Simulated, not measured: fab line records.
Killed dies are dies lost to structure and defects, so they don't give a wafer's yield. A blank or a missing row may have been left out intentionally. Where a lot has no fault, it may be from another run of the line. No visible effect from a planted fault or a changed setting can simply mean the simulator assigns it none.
Which tool did it? | flow nand_harc | 33 wafers from 11 lots sampled at 5 of the route's 1302 steps

== WHAT THE GAUGES READ, wafer by wafer ==
NHARC_END_SORT_01. Usual: killed_at_array 62, standard deviation 22; killed_at_other 1.0, standard deviation 1.4; killed_at_periphery 4.2, standard deviation 2.8; killed_dies 67, standard deviation 23; killed_open 3.1, standard deviation 1.7; killed_short 2.1, standard deviation 1.5.
lot  | measured     | on        | killed_at_array | killed_at_other | killed_at_periphery | killed_dies | killed_open | killed_short | flag
L222 | day 25 13:26 | prober-02 | 74 84 72        | 2 0 1           | 5 5 3               | 81 89 76    | 2 6 4       | 0 6 3        |
L232 | day 28 15:21 | prober-01 | 677 55 55       | 0 0 2           | 0 0 0               | 677 55 57   | 1 3 3       | 5 5 3        | OFF
L233 | day 29 04:04 | prober-02 | 38 676 675      | 0 0 0           | 0 1 2               | 38 677 677  | 0 4 3       | 2 3 2        | OFF

== TOOL THAT RAN EACH LOT (tool first, then ch and the chambers of the sampled wafers, then the start) ==
lot  | NHARC_A_STAIRCASE_DESCUM_168       | NHARC_A_STAIRCASE_TRIM_12          | NHARC_A_STAIRCASE_ETCH_19          | NHARC_A_STAIRCASE_TRIM_24
L222 | rie_diel-04 ch 1,2, day 15 14:34   | rie_diel-01 ch 0,1, day 15 16:29   | rie_diel-01 ch 0,1,2, day 15 17:20 | rie_diel-01 ch 1,2,3, day 25 13:26 or earlier
L228 | rie_diel-01 ch 0,3, day 18 04:59   | rie_diel-01 ch 2,3, day 18 06:56   | rie_diel-01 ch 0,1,2, day 18 08:16 | rie_diel-01 ch 0,2,3, no start
L227 | rie_diel-01 ch 0,3, day 18 05:08   | rie_diel-04 ch 1,3, day 18 07:04   | rie_diel-04 ch 1,2, day 18 08:50   | rie_diel-05 ch 1,2,3, no start
L226 | rie_diel-04 ch 0,2, day 18 11:38   | rie_diel-05 ch 1,2,3, day 18 13:36 | rie_diel-05 ch 1,2,3, day 18 14:31 | rie_diel-05 ch 0,1,2, no start
L232 | rie_diel-01 ch 0,3, day 20 00:25   | rie_diel-01 ch 0,2,3, day 20 02:29 | rie_diel-01 ch 0,1,2, day 20 03:19 | rie_diel-04 ch 1,2,3, day 28 15:21 or earlier
L233 | rie_diel-04 ch 0,2, day 20 10:51   | rie_diel-01 ch 0,1,3, day 20 12:39 | rie_diel-01 ch 0,2, day 20 13:30   | rie_diel-04 ch 1,2,3, day 29 04:04 or earlier
L237 | rie_diel-05 ch 1,2,3, day 22 02:53 | rie_diel-04 ch 0,2,3, day 22 04:49 | rie_diel-04 ch 0,2,3, day 22 05:40 | rie_diel-01 ch 0,2, no start
L240 | rie_diel-01 ch 0,1, day 23 07:13   | rie_diel-01 ch 0,1,3, day 23 09:13 | rie_diel-01 ch 1,2,3, day 23 10:59 | rie_diel-01 ch 1,2,3, no start
L241 | rie_diel-01 ch 0,3, day 23 21:25   | rie_diel-04 ch 1,2, day 23 23:23   | rie_diel-04 ch 1,2,3, day 24 00:18 | rie_diel-05 ch 0,3, no start
L242 | rie_diel-01 ch 2,3, day 24 18:53   | rie_diel-01 ch 0,2,3, day 24 22:40 | rie_diel-01 ch 0,3, day 25 00:14   | rie_diel-04 ch 2,3, no start
L243 | rie_diel-01 ch 1,2,3, day 25 00:23 | rie_diel-04 ch 2,3, day 25 02:17   | rie_diel-04 ch 0,2, day 25 03:08   | rie_diel-05 ch 0,1,3, no start
- NHARC_A_STAIRCASE_DESCUM_168: chemistry O2, time 3 s.
- NHARC_A_STAIRCASE_TRIM_12: chemistry O2, time 211.2 s.
- NHARC_A_STAIRCASE_ETCH_19: etches the open film in C4F8/O2, target depth 100 nm, time 40.5 s.
- NHARC_A_STAIRCASE_TRIM_24: chemistry O2, time 211.2 s.

== WHAT THE TOOLS THEMSELVES READ (means of the sampled wafers that have a number; where no wafer has one, the mark that the record gives instead) ==
NHARC_A_STAIRCASE_DESCUM_168. Usual: drypump_motor_current_A 6.0 A, standard deviation 0.53; oes_product_au 1.000 a.u., standard deviation 0.011; rf_vpp_V 57.5 V, standard deviation 0.9; showerhead_plenum_p_Torr 1.88 Torr, standard deviation 0.073; throttle_valve_pct 11.312 %, standard deviation 0.0093.
lot  | tool        | drypump_motor_current_A (A) | oes_product_au (a.u.) | rf_vpp_V (V) | showerhead_plenum_p_Torr (Torr) | throttle_valve_pct (%) | flag
L222 | rie_diel-04 | 5.5                         | 1.006                 | 58.1         | 1.90                            | 11.318                 |
L228 | rie_diel-01 | 6.5                         | 0.999                 | 58.3         | 1.86                            | 11.318                 |
L227 | rie_diel-01 | 6.6                         | 1.003                 | 57.3         | 1.83                            | 11.314                 |
L226 | rie_diel-04 | 5.3                         | 0.997                 | 57.8         | 1.92                            | 11.310                 |
L232 | rie_diel-01 | 6.5                         | 1.014                 | 57.6         | 1.82                            | 11.315                 |
L233 | rie_diel-04 | 5.4                         | 0.995                 | 57.0         | 1.89                            | 11.309                 |
L237 | rie_diel-05 | 5.3                         | 0.993                 | 57.7         | 1.89                            | 11.319                 |
L240 | rie_diel-01 | 6.5                         | 1.004                 | 56.8         | 1.82                            | 11.325                 |
L241 | rie_diel-01 | 6.6                         | 1.002                 | 58.1         | 1.81                            | 11.311                 |
L242 | rie_diel-01 | 6.3                         | 0.999                 | 57.7         | 1.88                            | 11.326                 |
L243 | rie_diel-01 | 6.2                         | 0.999                 | 57.3         | 1.88                            | 11.313                 |

NHARC_A_STAIRCASE_TRIM_12. Usual: drypump_motor_current_A 6.0 A, standard deviation 0.53; oes_product_au 1.001 a.u., standard deviation 0.011; rf_vpp_V 57.7 V, standard deviation 0.98; showerhead_plenum_p_Torr 3.49 Torr, standard deviation 0.13; throttle_valve_pct 17.036 %, standard deviation 0.0082.
lot  | tool        | drypump_motor_current_A (A) | oes_product_au (a.u.) | rf_vpp_V (V) | showerhead_plenum_p_Torr (Torr) | throttle_valve_pct (%) | flag
L222 | rie_diel-01 | 6.5                         | 0.993                 | 57.7         | 3.39                            | 17.042                 |
L228 | rie_diel-01 | 6.2                         | 1.005                 | 57.7         | 3.48                            | 17.033                 |
L227 | rie_diel-04 | 5.9                         | 0.993                 | 57.5         | 3.56                            | 17.034                 |
L226 | rie_diel-05 | 5.3                         | 0.992                 | 58.4         | 3.51                            | 17.042                 |
L232 | rie_diel-01 | 6.4                         | 1.003                 | 57.5         | 3.42                            | 17.034                 |
L233 | rie_diel-01 | 6.4                         | 1.004                 | 57.5         | 3.43                            | 17.029                 |
L237 | rie_diel-04 | 5.8                         | 1.001                 | 58.5         | 3.60                            | 17.037                 |
L240 | rie_diel-01 | 6.4                         | 1.006                 | 57.8         | 3.42                            | 17.034                 |
L241 | rie_diel-04 | 5.5                         | 1.011                 | 56.6         | 3.47                            | 17.032                 |
L242 | rie_diel-01 | 6.4                         | 0.992                 | 57.7         | 3.41                            | 17.037                 |
L243 | rie_diel-04 | 6.1                         | 0.994                 | 58.0         | 3.70                            | 17.037                 |

NHARC_A_STAIRCASE_ETCH_19. Usual: oes_product_au 0.946 a.u., standard deviation 0.012; rf_vpp_V 894 V, standard deviation 4.8; run_length_s 61.93 s, standard deviation 0.29.
lot  | tool        | oes_product_au (a.u.) | rf_vpp_V (V) | run_length_s (s) | flag
L222 | rie_diel-01 | 0.943                 | 893          | 61.88            |
L228 | rie_diel-01 | 0.954                 | 892          | 61.80            |
L227 | rie_diel-04 | 0.963                 | 897          | 61.74            |
L226 | rie_diel-05 | 0.942                 | 895          | 61.49            |
L232 | rie_diel-01 | 0.945                 | 892          | 56.14            | OFF
L233 | rie_diel-01 | 0.949                 | 890          | 50.25            | OFF
L237 | rie_diel-04 | 0.938                 | 899          | 62.17            |
L240 | rie_diel-01 | 0.941                 | 893          | 61.93            |
L241 | rie_diel-04 | 0.940                 | 898          | 61.68            |
L242 | rie_diel-01 | 0.936                 | 891          | 61.97            |
L243 | rie_diel-04 | 0.944                 | 893          | 61.97            |

NHARC_A_STAIRCASE_TRIM_24. Usual: drypump_motor_current_A 5.9 A, standard deviation 0.55; oes_product_au 1.000 a.u., standard deviation 0.0099; rf_vpp_V 57.7 V, standard deviation 0.84; showerhead_plenum_p_Torr 3.47 Torr, standard deviation 0.13; throttle_valve_pct 17.036 %, standard deviation 0.0096.
lot  | tool        | drypump_motor_current_A (A) | oes_product_au (a.u.) | rf_vpp_V (V) | showerhead_plenum_p_Torr (Torr) | throttle_valve_pct (%) | flag
L222 | rie_diel-01 | 6.2                         | 1.002                 | 57.9         | 3.49                            | 17.029                 |
L228 | rie_diel-01 | 6.4                         | 0.998                 | 57.3         | 3.43                            | 17.038                 |
L227 | rie_diel-05 | 5.3                         | 0.998                 | 57.9         | 3.51                            | 17.035                 |
L226 | rie_diel-05 | 5.5                         | 1.002                 | 57.5         | 3.42                            | 17.039                 |
L232 | rie_diel-04 | 5.8                         | 0.997                 | 57.7         | 3.60                            | 17.030                 |
L233 | rie_diel-04 | 5.8                         | 0.994                 | 58.3         | 3.60                            | 17.034                 |
L237 | rie_diel-01 | 6.4                         | 1.001                 | 57.3         | 3.41                            | 17.033                 |
L240 | rie_diel-01 | 6.2                         | 1.009                 | 57.5         | 3.47                            | 17.045                 |
L241 | rie_diel-05 | 5.5                         | 0.989                 | 56.8         | 3.50                            | 17.041                 |
L242 | rie_diel-04 | 6.2                         | 1.002                 | 58.2         | 3.70                            | 17.037                 |
L243 | rie_diel-05 | 5.4                         | 0.992                 | 58.0         | 3.49                            | 17.032                 |

== THE ANSWER, worked out from the rows above alone ==
Rule: lot off if the mean of its wafers having a number is beyond 3 standard deviations from the usual mean. A lot without any number at a reading at which 4 lots or more have one is off too. Any other lot the step has rows for is counted as sound. Order of review: gauges by route order, followed by the tools' own readings, for which a lot's mean as printed above is used. The first step at which some lot is off is used, and at that step the reading that is off furthest; a lot without a number counts as furthest.
Off: L232, L233, at NHARC_END_SORT_01 (killed_at_array). Neither off nor sound, because the step has no rows for them: L228, L227, L226, L237, L240, L241, L242, L243.
A tool fits if, at a process step before that reading, it ran every lot that is off, and no sound lot after the first of them. The gauges at NHARC_END_SORT_01 aren't tried: what is off there is off at NHARC_A_STAIRCASE_ETCH_19 too, on other tools, and a gauge's error can't cause that. NHARC_A_STAIRCASE_TRIM_24: start missing for some lots; hours and lot order therefore follow NHARC_END_SORT_01. Can't be told from this: 2 tools fit, rie_diel-01 at NHARC_A_STAIRCASE_TRIM_12 and NHARC_A_STAIRCASE_ETCH_19, rie_diel-04 at NHARC_A_STAIRCASE_TRIM_24.

== WHAT THE SIMULATOR HAD PUT IN ==
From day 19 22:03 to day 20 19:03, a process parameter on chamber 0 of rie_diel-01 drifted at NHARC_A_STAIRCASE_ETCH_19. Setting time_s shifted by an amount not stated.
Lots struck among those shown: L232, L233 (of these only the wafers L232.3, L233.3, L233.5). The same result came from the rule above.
